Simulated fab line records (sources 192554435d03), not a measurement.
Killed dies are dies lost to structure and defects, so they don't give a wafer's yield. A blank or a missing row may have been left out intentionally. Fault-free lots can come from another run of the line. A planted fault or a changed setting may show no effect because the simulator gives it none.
Comparing a struck lot with a sound one	flow n5Finfet	21 out of 1938 route steps
Sound: these wafers, L910.1, L910.4, L910.6. The struck wafers were L893.1, L893.2, L893.5. Last of all comes the cause.
Per side, at each step with rows, come the tool, then ch with its chambers, and then its first start. Under that, the readings that differ: sound wafers	struck wafers	difference of the means	sigmas: that difference in standard deviations of wafers without a fault.
alike: words and numbers the same on both sides, and readings whose means are apart by under 2 such deviations; not compared: readings that were withheld, readings missing a value for some wafer, numbers with overlapping values and no deviation given by the record, and bounds like >300 which may hide the same value.
A row with sigmas, a row that says differs or no value, or rows on one side alone: a step with any of these is where the two part. Non-overlapping numbers with no deviation appear without sigmas and do not part them. A reading that every wafer of one side lacks parts them only if that side has two wafers or more.

first, 8 steps without rows for these wafers: N5_BEOL_M14_DESCUM_15 (chemistry O2, time 7.9 s); N5_BEOL_M14_ETCH_59 (etches BARC in N2/H2, target depth 89 nm, overetch 26.7 nm, time 67.9 s); N5_BEOL_M14_VIA_ETCH_16 (etches SiO2 in C4F8/O2/Ar, target depth 1231.3 nm); N5_BEOL_M14_STRIP_63 (strips in O2); N5_BEOL_M14_STRIP_64 (strips in O2); N5_BEOL_M14_STRIP_71 (strips in post etch residue remover, time 60 s); N5_BEOL_M14_SRD_72 (time 30 s, dry time 30 s); N5_BEOL_M14_COAT_65 (time 60 s, resist thk 450 nm).
N5_BEOL_M14_COAT_66: time 60 s, resist thk 110 nm.
  sound on lithoTrack-01 ch 0, day 17 15:40; struck on lithoTrack-01 ch 0, day 12 08:26
reading	sound	struck	difference	sigmas
spinSpeedRpm (rpm)	1500.6 1501.3 1501.5	1566.1 1566.0 1566.2	+65.0	+69
model.SiARC_of_BEOL_M14_COAT_66.thkNm (nm)	109.6 109.2 109.4	107.2 106.8 107	-2.4	
  alike: resistLineTempC
then, 8 steps without rows for these wafers: N5_BEOL_M14_COAT_22 (resist thk 300 nm); N5_BEOL_M14_EBR_24; N5_BEOL_M14_SOFTBAKE_23 (time 60 s); N5_BEOL_M14_EXPOSE_25 (exposes mask M14, target cd 280 nm); N5_BEOL_M14_PEB_26 (peb time 90 s); N5_BEOL_M14_DEVELOP_27 (develop time 45 s); N5_BEOL_M14_HARDBAKE_32 (time 120 s); N5_BEOL_M14_DESCUM_33 (chemistry O2, time 7.9 s).
N5_BEOL_M14_ETCH_67: etches SiARC in CF4, target depth 143 nm, time 238.3 s.
  sound on rieDiel-06 ch 0,3, day 17 16:05; struck on rieDiel-05 ch 0,1,3, day 12 09:02
reading	sound	struck	difference	sigmas
model.etch.depthNm (nm)	109.5 109.1 109.4	107.1 106.8 107.1	-2.3	
model.coat_of_BEOL_M14_COAT_22.thkNm (nm)	211.8 211.4 211.4	213.6 213 213	+1.7	
  alike: drypumpMotorCurrentA, etchRfOnTimeS, oesProductAu, rfVppV, showerheadPlenumPTorr, throttleValvePct
  not compared: rfHoursCounterH
N5_BEOL_M14_ETCH_68: etches SOC in N2/H2, time 450 s.
  sound on rieDiel-06 ch 0,3, day 17 16:14; struck on rieDiel-05 ch 0,1,3, day 12 09:11
  alike: drypumpMotorCurrentA, oesProductAu, rfVppV, showerheadPlenumPTorr, throttleValvePct
  not compared: rfHoursCounterH, model.SiARC_of_BEOL_M14_COAT_66.thkNm
then, 1 step without rows for these wafers: N5_BEOL_M14_STRIP_69 (strips in N2/H2).
N5_PASSIVATION_PROBE_49:
  sound: prober-02 at day 18 17:20; struck: prober-01 at day 13 09:23
reading	sound	struck	difference	sigmas
sort_bin_4_leakage (%)	0.17 0 0	0 0 0	+0	-4
  alike: defectLimitedYield, killed_at_M0_to_M3, killed_at_M4_up, killedAtContacts, killedAtFrontEnd, killedAtOther, killedDies, killedOnRim, killedOpen, killedShort, sort_bin_5_function, sort_bin_6_memory, sort_bin_8_speed, sortNPass, sortYieldPct

WHERE THEY PART
Earliest at N5_BEOL_M14_COAT_66; latest, in this record, at N5_PASSIVATION_PROBE_49.

WHY: the cause the simulator had injected
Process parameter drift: lithoTrack-01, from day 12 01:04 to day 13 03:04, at N5_BEOL_M14_COAT_66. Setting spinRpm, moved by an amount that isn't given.
